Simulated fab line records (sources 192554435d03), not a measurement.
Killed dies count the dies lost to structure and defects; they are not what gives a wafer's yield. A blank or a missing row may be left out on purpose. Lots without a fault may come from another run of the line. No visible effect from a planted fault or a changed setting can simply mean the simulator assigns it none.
Which tool did it? || flow n5 finfet || 24 lots, 72 wafers sampled, at 3 steps of a route of 1938

WHAT THE GAUGES SHOWED, per wafer
N5_BEOL_M15_CD_MEAS_10: the cd target is 360 nm. Usual: cd nm reads 361.5 nm (standard deviation 1.8).
{"lot": "L074", "measured": "day 12 04:22", "on": "cd sem-01", "cd nm (nm)": "362.7 362.1 366.5", "flag": ""}
{"lot": "L076", "measured": "day 12 07:08", "on": "cd sem-01", "cd nm (nm)": "362.8 361.0 362.6", "flag": ""}
{"lot": "L075", "measured": "day 12 17:51", "on": "cd sem-02", "cd nm (nm)": "363.4 362.5 364.7", "flag": ""}
{"lot": "L079", "measured": "day 12 20:34", "on": "cd sem-01", "cd nm (nm)": "361.2 360.9 362.5", "flag": ""}
{"lot": "L078", "measured": "day 13 04:51", "on": "cd sem-01", "cd nm (nm)": "359.6 360.4 359.9", "flag": ""}
{"lot": "L081", "measured": "day 13 16:15", "on": "cd sem-03", "cd nm (nm)": "359.9 361.7 360.9", "flag": ""}
{"lot": "L082", "measured": "day 13 17:21", "on": "cd sem-03", "cd nm (nm)": "363.9 362.1 361.8", "flag": ""}
{"lot": "L077", "measured": "day 14 00:20", "on": "cd sem-03", "cd nm (nm)": "364.5 362.8 362.6", "flag": ""}
{"lot": "L080", "measured": "day 14 07:17", "on": "cd sem-03", "cd nm (nm)": "360.7 362.8 360.1", "flag": ""}
{"lot": "L083", "measured": "day 14 07:58", "on": "cd sem-02", "cd nm (nm)": "359.3 360.1 360.6", "flag": ""}
{"lot": "L084", "measured": "day 14 12:21", "on": "cd sem-03", "cd nm (nm)": "359.0 357.7 359.8", "flag": ""}
{"lot": "L085", "measured": "day 15 02:19", "on": "cd sem-01", "cd nm (nm)": "357.3 360.4 361.8", "flag": ""}
{"lot": "L086", "measured": "day 15 02:22", "on": "cd sem-02", "cd nm (nm)": "361.2 364.5 361.8", "flag": ""}
{"lot": "L088", "measured": "day 15 02:27", "on": "cd sem-03", "cd nm (nm)": "358.3 359.2 358.1", "flag": ""}
{"lot": "L087", "measured": "day 15 07:44", "on": "cd sem-02", "cd nm (nm)": "362.3 362.8 361.7", "flag": ""}
{"lot": "L090", "measured": "day 16 00:30", "on": "cd sem-02", "cd nm (nm)": "359.7 363.1 363.5", "flag": ""}
{"lot": "L089", "measured": "day 16 06:45", "on": "cd sem-03", "cd nm (nm)": "361.5 360.0 361.7", "flag": ""}
{"lot": "L091", "measured": "day 16 09:27", "on": "cd sem-01", "cd nm (nm)": "364.3 361.7 360.7", "flag": ""}
{"lot": "L092", "measured": "day 16 13:37", "on": "cd sem-02", "cd nm (nm)": "359.9 363.1 363.3", "flag": ""}
{"lot": "L094", "measured": "day 17 02:56", "on": "cd sem-02", "cd nm (nm)": "361.6 360.8 361.6", "flag": ""}
{"lot": "L095", "measured": "day 17 03:15", "on": "cd sem-02", "cd nm (nm)": "362.2 363.6 361.1", "flag": ""}
{"lot": "L096", "measured": "day 17 03:49", "on": "cd sem-02", "cd nm (nm)": "359.9 363.2 360.6", "flag": ""}
{"lot": "L093", "measured": "day 17 06:56", "on": "cd sem-03", "cd nm (nm)": "360.0 361.6 361.3", "flag": ""}
{"lot": "L097", "measured": "day 17 07:26", "on": "cd sem-02", "cd nm (nm)": "362.7 361.6 363.6", "flag": ""}

N5_BEOL_M15_CD_MEAS_17: the cd target is 360 nm. Usual: cd nm reads 362.7 nm (standard deviation 2.3).
{"lot": "L074", "measured": "day 12 04:57", "on": "cd sem-03", "cd nm (nm)": "365.2 365.9 367.3", "flag": ""}
{"lot": "L076", "measured": "day 12 07:44", "on": "cd sem-03", "cd nm (nm)": "362.3 362.3 364.1", "flag": ""}
{"lot": "L075", "measured": "day 12 18:26", "on": "cd sem-03", "cd nm (nm)": "366.9 364.8 368.5", "flag": ""}
{"lot": "L079", "measured": "day 12 21:14", "on": "cd sem-03", "cd nm (nm)": "362.4 362.2 362.8", "flag": ""}
{"lot": "L078", "measured": "day 13 05:26", "on": "cd sem-03", "cd nm (nm)": "361.3 360.2 360.5", "flag": ""}
{"lot": "L081", "measured": "day 13 17:06", "on": "cd sem-03", "cd nm (nm)": "360.3 363.8 362.9", "flag": ""}
{"lot": "L082", "measured": "day 13 18:12", "on": "cd sem-02", "cd nm (nm)": "365.4 363.0 364.1", "flag": ""}
{"lot": "L077", "measured": "day 14 00:55", "on": "cd sem-03", "cd nm (nm)": "366.1 362.7 362.4", "flag": ""}
{"lot": "L080", "measured": "day 14 07:53", "on": "cd sem-03", "cd nm (nm)": "362.4 365.0 363.5", "flag": ""}
{"lot": "L083", "measured": "day 14 08:33", "on": "cd sem-02", "cd nm (nm)": "359.0 360.4 363.0", "flag": ""}
{"lot": "L084", "measured": "day 14 12:56", "on": "cd sem-01", "cd nm (nm)": "359.0 355.5 361.2", "flag": ""}
{"lot": "L085", "measured": "day 15 02:55", "on": "cd sem-01", "cd nm (nm)": "357.4 362.6 364.3", "flag": ""}
{"lot": "L086", "measured": "day 15 02:58", "on": "cd sem-02", "cd nm (nm)": "362.5 367.0 363.2", "flag": ""}
{"lot": "L088", "measured": "day 15 03:02", "on": "cd sem-02", "cd nm (nm)": "362.1 361.0 359.3", "flag": ""}
{"lot": "L087", "measured": "day 15 08:20", "on": "cd sem-03", "cd nm (nm)": "363.2 364.1 361.9", "flag": ""}
{"lot": "L090", "measured": "day 16 01:05", "on": "cd sem-02", "cd nm (nm)": "363.2 364.2 364.8", "flag": ""}
{"lot": "L089", "measured": "day 16 07:43", "on": "cd sem-01", "cd nm (nm)": "362.4 361.6 365.1", "flag": ""}
{"lot": "L091", "measured": "day 16 10:02", "on": "cd sem-01", "cd nm (nm)": "365.1 363.3 361.4", "flag": ""}
{"lot": "L092", "measured": "day 16 14:12", "on": "cd sem-03", "cd nm (nm)": "359.0 365.0 365.0", "flag": ""}
{"lot": "L094", "measured": "day 17 03:43", "on": "cd sem-03", "cd nm (nm)": "362.4 363.0 360.4", "flag": ""}
{"lot": "L095", "measured": "day 17 04:08", "on": "cd sem-01", "cd nm (nm)": "364.0 363.6 362.3", "flag": ""}
{"lot": "L096", "measured": "day 17 04:41", "on": "cd sem-02", "cd nm (nm)": "359.7 365.8 362.1", "flag": ""}
{"lot": "L093", "measured": "day 17 07:31", "on": "cd sem-01", "cd nm (nm)": "361.8 360.6 362.9", "flag": ""}
{"lot": "L097", "measured": "day 17 08:02", "on": "cd sem-03", "cd nm (nm)": "363.5 362.3 362.3", "flag": ""}

WHICH TOOL RAN EACH LOT (tool, then ch and the chambers of the sampled wafers, then the start)
{"lot": "L074", "N5_BEOL_M14_SPUTTER_45": "pvd sputter-03, day 12 02:34"}
{"lot": "L076", "N5_BEOL_M14_SPUTTER_45": "pvd sputter-02, day 12 04:42"}
{"lot": "L075", "N5_BEOL_M14_SPUTTER_45": "pvd sputter-03, day 12 15:59"}
{"lot": "L079", "N5_BEOL_M14_SPUTTER_45": "pvd sputter-01, day 12 18:55"}
{"lot": "L078", "N5_BEOL_M14_SPUTTER_45": "pvd sputter-03, day 13 03:05"}
{"lot": "L081", "N5_BEOL_M14_SPUTTER_45": "pvd sputter-02, day 13 14:29"}
{"lot": "L082", "N5_BEOL_M14_SPUTTER_45": "pvd sputter-03, day 13 15:42"}
{"lot": "L077", "N5_BEOL_M14_SPUTTER_45": "pvd sputter-02, day 13 22:36"}
{"lot": "L080", "N5_BEOL_M14_SPUTTER_45": "pvd sputter-03, day 14 05:22"}
{"lot": "L083", "N5_BEOL_M14_SPUTTER_45": "pvd sputter-02, day 14 06:19"}
{"lot": "L084", "N5_BEOL_M14_SPUTTER_45": "pvd sputter-01, day 14 10:35"}
{"lot": "L085", "N5_BEOL_M14_SPUTTER_45": "pvd sputter-02, day 15 00:17"}
{"lot": "L086", "N5_BEOL_M14_SPUTTER_45": "pvd sputter-03, day 15 00:35"}
{"lot": "L088", "N5_BEOL_M14_SPUTTER_45": "pvd sputter-02, day 15 00:37"}
{"lot": "L087", "N5_BEOL_M14_SPUTTER_45": "pvd sputter-03, day 15 06:06"}
{"lot": "L090", "N5_BEOL_M14_SPUTTER_45": "pvd sputter-01, day 15 22:51"}
{"lot": "L089", "N5_BEOL_M14_SPUTTER_45": "pvd sputter-01, day 16 04:59"}
{"lot": "L091", "N5_BEOL_M14_SPUTTER_45": "pvd sputter-03, day 16 07:47"}
{"lot": "L092", "N5_BEOL_M14_SPUTTER_45": "pvd sputter-01, day 16 11:58"}
{"lot": "L094", "N5_BEOL_M14_SPUTTER_45": "pvd sputter-02, day 17 01:03"}
{"lot": "L095", "N5_BEOL_M14_SPUTTER_45": "pvd sputter-01, day 17 01:27"}
{"lot": "L096", "N5_BEOL_M14_SPUTTER_45": "pvd sputter-01, day 17 02:01"}
{"lot": "L093", "N5_BEOL_M14_SPUTTER_45": "pvd sputter-01, day 17 05:08"}
{"lot": "L097", "N5_BEOL_M14_SPUTTER_45": "pvd sputter-01, day 17 05:32"}
- N5_BEOL_M14_SPUTTER_45: material Cu, target thk 100 nm, time 16.67 s.

AS READ BY THE TOOLS THEMSELVES (means over the sampled wafers that have a number; for cases with no such wafer, the mark the record gives instead)
N5_BEOL_M14_SPUTTER_45. Usual: throttle valve pct reads 29.9 % (standard deviation 0.93).
{"lot": "L074", "tool": "pvd sputter-03", "throttle valve pct (%)": 31.3, "flag": ""}
{"lot": "L076", "tool": "pvd sputter-02", "throttle valve pct (%)": 30.0, "flag": ""}
{"lot": "L075", "tool": "pvd sputter-03", "throttle valve pct (%)": 29.9, "flag": ""}
{"lot": "L079", "tool": "pvd sputter-01", "throttle valve pct (%)": 30.2, "flag": ""}
{"lot": "L078", "tool": "pvd sputter-03", "throttle valve pct (%)": 30.6, "flag": ""}
{"lot": "L081", "tool": "pvd sputter-02", "throttle valve pct (%)": 29.5, "flag": ""}
{"lot": "L082", "tool": "pvd sputter-03", "throttle valve pct (%)": 30.3, "flag": ""}
{"lot": "L077", "tool": "pvd sputter-02", "throttle valve pct (%)": 29.8, "flag": ""}
{"lot": "L080", "tool": "pvd sputter-03", "throttle valve pct (%)": 30.4, "flag": ""}
{"lot": "L083", "tool": "pvd sputter-02", "throttle valve pct (%)": 29.6, "flag": ""}
{"lot": "L084", "tool": "pvd sputter-01", "throttle valve pct (%)": 30.2, "flag": ""}
{"lot": "L085", "tool": "pvd sputter-02", "throttle valve pct (%)": 29.7, "flag": ""}
{"lot": "L086", "tool": "pvd sputter-03", "throttle valve pct (%)": 30.5, "flag": ""}
{"lot": "L088", "tool": "pvd sputter-02", "throttle valve pct (%)": 29.6, "flag": ""}
{"lot": "L087", "tool": "pvd sputter-03", "throttle valve pct (%)": 30.4, "flag": ""}
{"lot": "L090", "tool": "pvd sputter-01", "throttle valve pct (%)": 29.3, "flag": ""}
{"lot": "L089", "tool": "pvd sputter-01", "throttle valve pct (%)": 29.5, "flag": ""}
{"lot": "L091", "tool": "pvd sputter-03", "throttle valve pct (%)": 30.2, "flag": ""}
{"lot": "L092", "tool": "pvd sputter-01", "throttle valve pct (%)": 30.3, "flag": ""}
{"lot": "L094", "tool": "pvd sputter-02", "throttle valve pct (%)": 30.0, "flag": ""}
{"lot": "L095", "tool": "pvd sputter-01", "throttle valve pct (%)": 29.5, "flag": ""}
{"lot": "L096", "tool": "pvd sputter-01", "throttle valve pct (%)": 30.1, "flag": ""}
{"lot": "L093", "tool": "pvd sputter-01", "throttle valve pct (%)": 29.2, "flag": ""}
{"lot": "L097", "tool": "pvd sputter-01", "throttle valve pct (%)": 29.4, "flag": ""}

THE ANSWER, worked out from the rows above alone
Rule: lot off if the mean of its wafers having a number is beyond 3 standard deviations from the usual mean. A lot without any number at a reading at which 4 lots or more have one is off too. Any other lot the step has rows for is counted as sound. Order of review: gauges by route order, followed by the tools' own readings, for which a lot's mean as printed above is used. The first step at which some lot is off is used, and at that step the reading that is off furthest; a lot without a number counts as furthest.
No lot is off on any of the readings shown, so nothing can be concluded from this.

WHAT WAS PUT IN BY THE SIMULATOR
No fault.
